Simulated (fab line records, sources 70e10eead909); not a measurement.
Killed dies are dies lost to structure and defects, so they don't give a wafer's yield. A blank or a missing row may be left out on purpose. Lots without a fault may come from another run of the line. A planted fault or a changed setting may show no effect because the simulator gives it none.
Chamber matching | flow nand_harc | NHARC_A_STAIRCASE_DESCUM_186 on rie_diel-03: 4 sister chambers
The step chemistry O2, time 3 s. 4 wafers are shown with their chamber, then 10 later ones without.

WAFERS WITH THEIR CHAMBER
wafer  | chamber | showerhead_plenum_p_Torr (Torr)
L080.4 | 0       | 1.95
L087.3 | 2       | 2.04
L092.1 | 3       | 1.79
L092.3 | 1       | 2.00

WAFERS WITHOUT THEIR CHAMBER
wafer  | showerhead_plenum_p_Torr (Torr)
L092.4 | 2.04
L095.2 | 2.04
L095.5 | 2.04
L095.6 | 1.78
L094.1 | 1.78
L094.2 | 2.04
L094.6 | 2.04
L094.3 | 1.99
L094.4 | 1.99
L094.5 | 1.78

WHICH CHAMBER EACH WENT THROUGH
wafer  | from the rows above | in truth
L092.4 | 2                   | 2
L095.2 | 2                   | 2
L095.5 | 2                   | 2
L095.6 | 3                   | 3
L094.1 | 3                   | 3
L094.2 | 2                   | 2
L094.6 | 2                   | 2
L094.3 | 1                   | 1
L094.4 | 1                   | 1
L094.5 | 3                   | 3
Placed correctly: 10 of 10. Can't be placed from these rows: 0. Placed wrongly: 0.
How it was worked out, from the rows above alone: a wafer's distance from a chamber is the root of the sum, over the readings, of the square of ((its reading less the chamber's mean) divided by the reading's scatter). The wafer belongs to the nearest chamber; if the next one is less than 2 further off, it can't be placed. A chamber's mean is the mean of its shown wafers. The scatter: with one shown wafer a chamber, the root of the mean of the squares of how far each hidden wafer lies from its nearest shown one.
